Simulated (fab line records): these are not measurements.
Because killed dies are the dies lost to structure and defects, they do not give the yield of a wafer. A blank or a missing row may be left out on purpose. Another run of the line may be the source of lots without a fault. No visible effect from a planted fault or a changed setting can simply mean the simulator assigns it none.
Chamber matching :: flow n5_finfet :: rie_diel-02 running N5_BEOL_M2_DESCUM_33: 4 sister chambers
The step chemistry O2, time 7 s. 20 wafers are shown with their chamber, then 10 later ones without.

EACH WAFER AND ITS CHAMBER
wafer: L076.1
chamber: 0
throttle_valve_pct (%): 20.07
showerhead_plenum_p_Torr (Torr): 2.15
drypump_motor_current_A (A): 6.2

wafer: L076.2
chamber: 2
throttle_valve_pct (%): 20.33
showerhead_plenum_p_Torr (Torr): 2.11
drypump_motor_current_A (A): 5.6

wafer: L076.5
chamber: 3
throttle_valve_pct (%): 20.57
showerhead_plenum_p_Torr (Torr): 2.24
drypump_motor_current_A (A): 6.0

wafer: L085.1
chamber: 3
throttle_valve_pct (%): 20.58
showerhead_plenum_p_Torr (Torr): 2.24
drypump_motor_current_A (A): 6.0

wafer: L085.3
chamber: 2
throttle_valve_pct (%): 20.37
showerhead_plenum_p_Torr (Torr): 2.10
drypump_motor_current_A (A): 5.6

wafer: L085.6
chamber: 0
throttle_valve_pct (%): 20.11
showerhead_plenum_p_Torr (Torr): 2.15
drypump_motor_current_A (A): 6.2

wafer: L086.3
chamber: 1
throttle_valve_pct (%): 19.96
showerhead_plenum_p_Torr (Torr): 2.21
drypump_motor_current_A (A): 6.5

wafer: L086.4
chamber: 3
throttle_valve_pct (%): 20.58
showerhead_plenum_p_Torr (Torr): 2.24
drypump_motor_current_A (A): 6.0

wafer: L086.5
chamber: 1
throttle_valve_pct (%): 19.97
showerhead_plenum_p_Torr (Torr): 2.21
drypump_motor_current_A (A): 6.5

wafer: L090.2
chamber: 1
throttle_valve_pct (%): 19.96
showerhead_plenum_p_Torr (Torr): 2.21
drypump_motor_current_A (A): 6.5

wafer: L090.4
chamber: 0
throttle_valve_pct (%): 20.10
showerhead_plenum_p_Torr (Torr): 2.15
drypump_motor_current_A (A): 6.2

wafer: L090.6
chamber: 0
throttle_valve_pct (%): 20.10
showerhead_plenum_p_Torr (Torr): 2.14
drypump_motor_current_A (A): 6.2

wafer: L091.1
chamber: 0
throttle_valve_pct (%): 20.12
showerhead_plenum_p_Torr (Torr): 2.14
drypump_motor_current_A (A): 6.2

wafer: L091.5
chamber: 0
throttle_valve_pct (%): 20.12
showerhead_plenum_p_Torr (Torr): 2.14
drypump_motor_current_A (A): 6.2

wafer: L091.6
chamber: 3
throttle_valve_pct (%): 20.60
showerhead_plenum_p_Torr (Torr): 2.23
drypump_motor_current_A (A): 5.9

wafer: L092.4
chamber: 2
throttle_valve_pct (%): 20.39
showerhead_plenum_p_Torr (Torr): 2.10
drypump_motor_current_A (A): 5.7

wafer: L092.5
chamber: 1
throttle_valve_pct (%): 19.99
showerhead_plenum_p_Torr (Torr): 2.21
drypump_motor_current_A (A): 6.5

wafer: L092.6
chamber: 0
throttle_valve_pct (%): 20.11
showerhead_plenum_p_Torr (Torr): 2.14
drypump_motor_current_A (A): 6.3

wafer: L093.2
chamber: 3
throttle_valve_pct (%): 20.59
showerhead_plenum_p_Torr (Torr): 2.23
drypump_motor_current_A (A): 6.0

wafer: L093.4
chamber: 1
throttle_valve_pct (%): 19.96
showerhead_plenum_p_Torr (Torr): 2.21
drypump_motor_current_A (A): 6.5

SIGNATURES (means of the wafers above)
reading: throttle_valve_pct
chamber 0: 20.1043
chamber 1: 19.9680
chamber 2: 20.3633
chamber 3: 20.5840
scatter within a chamber: 0.0174

reading: showerhead_plenum_p_Torr
chamber 0: 2.1443
chamber 1: 2.2100
chamber 2: 2.1033
chamber 3: 2.2360
scatter within a chamber: 0.00473

reading: drypump_motor_current_A
chamber 0: 6.214
chamber 1: 6.500
chamber 2: 5.633
chamber 3: 5.980
scatter within a chamber: 0.0381
Rule: distance of a wafer from a chamber = root of the sum over the readings of ((wafer's reading minus chamber's mean) / reading's scatter) squared. The wafer belongs to the nearest chamber; if the next one is less than 2 further off, it can't be placed. The scatter: the root of (the sum of the squares of (reading less its chamber's mean) over the shown wafers, divided by (wafers less chambers)).

WAFERS WITHOUT THEIR CHAMBER
wafer: L093.5
throttle_valve_pct (%): 20.60
showerhead_plenum_p_Torr (Torr): 2.23
drypump_motor_current_A (A): 6.0

wafer: L094.2
throttle_valve_pct (%): 19.98
showerhead_plenum_p_Torr (Torr): 2.20
drypump_motor_current_A (A): 6.5

wafer: L094.4
throttle_valve_pct (%): 20.13
showerhead_plenum_p_Torr (Torr): 2.14
drypump_motor_current_A (A): 6.3

wafer: L094.6
throttle_valve_pct (%): 20.39
showerhead_plenum_p_Torr (Torr): 2.09
drypump_motor_current_A (A): 5.6

wafer: L095.1
throttle_valve_pct (%): 20.39
showerhead_plenum_p_Torr (Torr): 2.09
drypump_motor_current_A (A): 5.7

wafer: L095.4
throttle_valve_pct (%): 19.98
showerhead_plenum_p_Torr (Torr): 2.20
drypump_motor_current_A (A): 6.5

wafer: L095.5
throttle_valve_pct (%): 20.11
showerhead_plenum_p_Torr (Torr): 2.14
drypump_motor_current_A (A): 6.2

wafer: L097.4
throttle_valve_pct (%): 20.61
showerhead_plenum_p_Torr (Torr): 2.23
drypump_motor_current_A (A): 6.0

wafer: L097.5
throttle_valve_pct (%): 20.41
showerhead_plenum_p_Torr (Torr): 2.09
drypump_motor_current_A (A): 5.7

wafer: L097.6
throttle_valve_pct (%): 20.02
showerhead_plenum_p_Torr (Torr): 2.20
drypump_motor_current_A (A): 6.5

THE CHAMBER EACH PASSED THROUGH
wafer: L093.5
from the rows above: 3
in truth: 3

wafer: L094.2
from the rows above: 1
in truth: 1

wafer: L094.4
from the rows above: 0
in truth: 0

wafer: L094.6
from the rows above: 2
in truth: 2

wafer: L095.1
from the rows above: 2
in truth: 2

wafer: L095.4
from the rows above: 1
in truth: 1

wafer: L095.5
from the rows above: 0
in truth: 0

wafer: L097.4
from the rows above: 3
in truth: 3

wafer: L097.5
from the rows above: 2
in truth: 2

wafer: L097.6
from the rows above: 1
in truth: 1
Placed correctly: 10 of 10. From these rows, 0 cannot be placed. Placed wrongly: 0.
